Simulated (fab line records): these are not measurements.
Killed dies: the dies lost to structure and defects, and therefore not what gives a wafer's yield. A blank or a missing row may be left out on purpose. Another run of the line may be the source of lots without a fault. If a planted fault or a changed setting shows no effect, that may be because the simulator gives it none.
Chamber matching | flow n5Finfet | pecvd-03 running N5_BEOL_M13_ILD_DEP_00: 3 sister chambers
The step deposits SiOC from DEMS/O2, target thk 837.92 nm, time 166.4 s. 6 wafers are shown with their chamber, then 8 later ones without.

== WAFERS WITH THEIR CHAMBER ==
wafer  | chamber | showerheadVppV (V) | throttleValvePct (%)
L078.5 | 1       | 1492               | 12.3
L086.2 | 1       | 1470               | 12.2
L089.2 | 0       | 1375               | 12.1
L089.5 | 2       | 1390               | 11.4
L089.6 | 0       | 1369               | 12.4
L092.1 | 2       | 1400               | 11.2

== WAFERS MISSING THEIR CHAMBER ==
wafer  | showerheadVppV (V) | throttleValvePct (%)
L092.2 | 1467               | 12.3
L092.4 | 1337               | 12.2
L094.3 | 1508               | 12.6
L094.4 | 1481               | 12.1
L094.5 | 1349               | 12.3
L095.1 | 1358               | 11.9
L095.2 | 1409               | 11.3
L095.6 | 1389               | 11.3

== WHICH CHAMBER EACH WENT THROUGH ==
wafer  | from the rows above | in truth
L092.2 | 1                   | 1
L092.4 | 0                   | 0
L094.3 | 1                   | 1
L094.4 | 1                   | 1
L094.5 | 0                   | 0
L095.1 | 0                   | 0
L095.2 | 2                   | 2
L095.6 | 2                   | 2
8 of 8 placed correctly. Can't be placed from these rows: 0. Number placed wrongly: 0.
How it was worked out, from the rows above alone: a wafer's distance from a chamber is the root of the sum, over the readings, of the square of ((its reading less the chamber's mean) divided by the reading's scatter). The wafer belongs to the nearest chamber; if the next one is less than 2 further off, it can't be placed. For every chamber, the mean is computed from those of its wafers that are shown. The scatter: take each reading less its chamber's mean, square it, sum over the shown wafers, divide by the number of wafers less the number of chambers, and take the root.
